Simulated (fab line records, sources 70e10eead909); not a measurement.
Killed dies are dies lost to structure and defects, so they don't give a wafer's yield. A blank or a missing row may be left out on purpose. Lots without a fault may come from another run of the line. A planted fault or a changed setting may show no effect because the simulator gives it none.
Tool commonality check | flow nand_harc | 12 lots, 34 wafers sampled

WHY IT WAS OPENED
At NHARC_A_ONON_D2_THK_MEAS_11 the reading thk_nm is flagged on 2 of 12 lots. Wafers without a fault read 1001 nm, standard deviation 9.2.
Rule: a lot is flagged when every wafer of it that has a number lies more than 4 standard deviations from that mean, or none has a number. The other lots count as sound.

lot  | measured     | on            | thk_nm (nm), wafer by wafer | flag
L106 | day 12 14:35 | film_metro-01 | 1015 1013 1012              |
L107 | day 13 12:50 | film_metro-02 | 1003 1003 1003              |
L109 | day 13 22:38 | film_metro-01 | 999 999 997                 |
L110 | day 15 08:50 | film_metro-01 | 983 984 983                 |
L116 | day 16 20:13 | film_metro-01 | 997 998 998                 |
L115 | day 16 20:23 | film_metro-01 | 1007 1009 1007              |
L119 | day 18 06:51 | film_metro-02 | 995 996 996                 |
L118 | day 18 06:55 | film_metro-01 | 983 987 986                 |
L120 | day 18 07:04 | film_metro-01 | 1021 1020 1019              |
L122 | day 19 12:20 | film_metro-01 | 649 651                     | FLAGGED
L123 | day 20 08:32 | film_metro-01 | 667 668                     | FLAGGED
L128 | day 22 00:39 | film_metro-02 | 999 999 999                 |
The numbers of the flagged lots are 659 nm on average: -342 nm against the usual, or -37 standard deviations.

WHICH TOOL RAN EACH LOT
The record holds 4 process steps before the reading, out of a route of 1302 steps. In each cell: the tool, then ch and the chambers that the sampled wafers went through, then the start.
lot  | flag    | NHARC_A_CHANNEL_HOLE_D1_STRIP_27              | NHARC_A_CHANNEL_FILL_D1_STRIP_28   | NHARC_A_DECK1_JOINT_CMP_02    | NHARC_A_ONON_D2_DEP_09
L106 |         | rie_diel-01 ch 0,3, day 10 02:29 or earlier   | rie_diel-03 ch 2,3, day 10 02:29   | cmp-03 ch 0,1,2, day 12 11:25 | pecvd_onon-02 ch 0, day 12 14:11
L107 |         | rie_diel-07 ch 0,2,3, day 11 02:37 or earlier | rie_diel-02 ch 0,1, day 11 02:37   | cmp-01 ch 0,2,3, day 13 09:49 | pecvd_onon-01 ch 0, day 13 12:23
L109 |         | rie_diel-04 ch 0,1,3, day 11 10:52 or earlier | rie_diel-02 ch 0,2,3, day 11 10:52 | cmp-01 ch 1,2,3, day 13 19:40 | pecvd_onon-01 ch 0, day 13 22:07
L110 |         | rie_diel-07 ch 0,2,3, day 11 22:44 or earlier | rie_diel-03 ch 0,1,3, day 11 22:44 | cmp-04 ch 1,2,3, day 15 05:32 | pecvd_onon-04 ch 0, day 15 08:23
L116 |         | rie_diel-07 ch 0,1,2, day 14 03:53 or earlier | rie_diel-13 ch 1,2, day 14 03:53   | cmp-01 ch 1,2, day 16 17:07   | pecvd_onon-02 ch 0, day 16 19:49
L115 |         | rie_diel-04 ch 1,3, day 14 03:54 or earlier   | rie_diel-02 ch 0,1, day 14 03:54   | cmp-03 ch 1,3, day 16 17:07   | pecvd_onon-01 ch 0, day 16 19:56
L119 |         | rie_diel-01 ch 0,1,3, day 15 17:10 or earlier | rie_diel-02 ch 0,2, day 15 17:10   | cmp-03 ch 1,2,3, day 18 03:44 | pecvd_onon-01 ch 0, day 18 06:20
L118 |         | rie_diel-07 ch 0,2,3, day 15 20:20 or earlier | rie_diel-13 ch 2,3, day 15 20:20   | cmp-01 ch 0,1,2, day 18 03:44 | pecvd_onon-02 ch 0, day 18 06:28
L120 |         | rie_diel-07 ch 2,3, day 15 17:10 or earlier   | rie_diel-03 ch 0,1,2, day 15 17:10 | cmp-04 ch 0,3, day 18 03:44   | pecvd_onon-04 ch 0, day 18 06:33
L122 | FLAGGED | rie_diel-07 ch 0, day 16 22:08 or earlier     | rie_diel-13 ch 0,2, day 16 22:08   | cmp-03 ch 0,2, day 19 09:23   | pecvd_onon-01 ch 0, day 19 11:50
L123 | FLAGGED | rie_diel-04 ch 0,2, day 17 18:47 or earlier   | rie_diel-03 ch 2, day 17 18:47     | cmp-03 ch 0,1, day 20 05:36   | pecvd_onon-01 ch 0, day 20 08:02
L128 |         | rie_diel-07 ch 1,2,3, day 19 10:06 or earlier | rie_diel-13 ch 1,2,3, day 19 10:06 | cmp-04 ch 0,1,3, day 21 20:41 | pecvd_onon-02 ch 0, day 22 00:11
What these steps do:
- NHARC_A_CHANNEL_HOLE_D1_STRIP_27: strips in O2.
- NHARC_A_CHANNEL_FILL_D1_STRIP_28: strips in O2, time 20 s.
- NHARC_A_DECK1_JOINT_CMP_02: polishes SiOx.
- NHARC_A_ONON_D2_DEP_09: target thk 1000 nm.
- NHARC_A_ONON_D2_THK_MEAS_11: measures by ellipsometry.

FLAGGED OVER TOTAL, TOOL BY TOOL (the gauges that took the reading come last)
step                             | tool          | lots run | flagged | share of the flagged lots | sound lots run after its first flagged lot
NHARC_A_CHANNEL_HOLE_D1_STRIP_27 | rie_diel-01   | 2        | 0       | none                      | -
NHARC_A_CHANNEL_HOLE_D1_STRIP_27 | rie_diel-04   | 3        | 1       | some                      | 0
NHARC_A_CHANNEL_HOLE_D1_STRIP_27 | rie_diel-07   | 7        | 1       | some                      | 1 (L128)
NHARC_A_CHANNEL_FILL_D1_STRIP_28 | rie_diel-02   | 4        | 0       | none                      | -
NHARC_A_CHANNEL_FILL_D1_STRIP_28 | rie_diel-03   | 4        | 1       | some                      | 0
NHARC_A_CHANNEL_FILL_D1_STRIP_28 | rie_diel-13   | 4        | 1       | some                      | 1 (L128)
NHARC_A_DECK1_JOINT_CMP_02       | cmp-01        | 4        | 0       | none                      | -
NHARC_A_DECK1_JOINT_CMP_02       | cmp-03        | 5        | 2       | all                       | 0
NHARC_A_DECK1_JOINT_CMP_02       | cmp-04        | 3        | 0       | none                      | -
NHARC_A_ONON_D2_DEP_09           | pecvd_onon-01 | 6        | 2       | all                       | 0
NHARC_A_ONON_D2_DEP_09           | pecvd_onon-02 | 4        | 0       | none                      | -
NHARC_A_ONON_D2_DEP_09           | pecvd_onon-04 | 2        | 0       | none                      | -
NHARC_A_ONON_D2_THK_MEAS_11      | film_metro-01 | 9        | 2       | all                       | 0
NHARC_A_ONON_D2_THK_MEAS_11      | film_metro-02 | 3        | 0       | none                      | -
NHARC_A_CHANNEL_HOLE_D1_STRIP_27 gives no start for some lots, so the hours and the order of its lots are those of NHARC_A_CHANNEL_FILL_D1_STRIP_28.

WHAT THE TABLE ALLOWS
3 rows of the table ran every flagged lot: cmp-03 at NHARC_A_DECK1_JOINT_CMP_02, pecvd_onon-01 at NHARC_A_ONON_D2_DEP_09, film_metro-01 at NHARC_A_ONON_D2_THK_MEAS_11.
- cmp-03 at NHARC_A_DECK1_JOINT_CMP_02: 2 of its 5 lots flagged. Its last sound lot is L119 (day 18 03:44), its first flagged lot L122 (day 19 09:23): a fault that began between those two fits.
- pecvd_onon-01 at NHARC_A_ONON_D2_DEP_09: 2 of its 6 lots flagged. Its last sound lot is L119 (day 18 06:20), its first flagged lot L122 (day 19 11:50): a fault that began between those two fits.
- film_metro-01 at NHARC_A_ONON_D2_THK_MEAS_11: 2 of its 9 lots flagged. Its last sound lot is L120 (day 18 07:04), its first flagged lot L122 (day 19 12:20): a fault that began between those two fits.
Counting lots can't tell these 3 tools apart, because each fits a fault that began at some hour. More lots, or a look at what each step does to the wafer, might.

WHAT THE SIMULATOR HAD PUT IN
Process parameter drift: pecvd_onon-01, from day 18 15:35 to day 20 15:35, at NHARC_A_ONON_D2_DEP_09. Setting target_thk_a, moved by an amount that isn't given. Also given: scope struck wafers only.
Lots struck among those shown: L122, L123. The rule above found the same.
